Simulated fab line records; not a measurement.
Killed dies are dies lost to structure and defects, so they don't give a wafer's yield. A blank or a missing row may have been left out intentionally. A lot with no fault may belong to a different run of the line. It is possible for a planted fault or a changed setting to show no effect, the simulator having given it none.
Chamber matching / flow nand harc / NHARC_A_CONTACT_ETCH_106 on rie diel-05 has 4 sister chambers
The step etches the open film in CF4/O2, target depth 90 nm, overetch 9 nm, time 49.5 s. 4 wafers are shown with their chamber, then 9 later ones without.

== WAFERS PAIRED WITH THEIR CHAMBERS ==
wafer=L921.6; chamber=1; drypump motor current A (A)=5.5
wafer=L920.2; chamber=0; drypump motor current A (A)=5.5
wafer=L920.3; chamber=2; drypump motor current A (A)=5.7
wafer=L920.5; chamber=3; drypump motor current A (A)=4.9

== WAFERS MISSING THEIR CHAMBER ==
wafer=L930.3; drypump motor current A (A)=4.9
wafer=L930.4; drypump motor current A (A)=5.5
wafer=L930.5; drypump motor current A (A)=4.9
wafer=L931.1; drypump motor current A (A)=5.5
wafer=L931.3; drypump motor current A (A)=5.8
wafer=L931.5; drypump motor current A (A)=5.5
wafer=L932.2; drypump motor current A (A)=5.5
wafer=L932.4; drypump motor current A (A)=5.8
wafer=L932.6; drypump motor current A (A)=5.8

== THE CHAMBER EACH PASSED THROUGH ==
wafer=L930.3; from the rows above=3; in truth=3
wafer=L930.4; from the rows above=can't be placed: 0 or 1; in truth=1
wafer=L930.5; from the rows above=3; in truth=3
wafer=L931.1; from the rows above=can't be placed: 0 or 1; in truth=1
wafer=L931.3; from the rows above=2; in truth=2
wafer=L931.5; from the rows above=can't be placed: 0 or 1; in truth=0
wafer=L932.2; from the rows above=can't be placed: 0 or 1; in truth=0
wafer=L932.4; from the rows above=2; in truth=2
wafer=L932.6; from the rows above=2; in truth=2
5 of 9 placed correctly. From these rows, 4 cannot be placed; in 4 the true chamber is one of the candidates. Number placed wrongly: 0.
How it was worked out, from the rows above alone: a wafer's distance from a chamber is the root of the sum, over the readings, of the square of ((its reading less the chamber's mean) divided by the reading's scatter). The wafer belongs to the nearest chamber; if the next one is less than 2 further off, it can't be placed. Each chamber's mean is taken over the wafers shown for it. The scatter (one wafer shown for each chamber): square how far every hidden wafer sits from the nearest shown wafer, average those squares and take the square root.
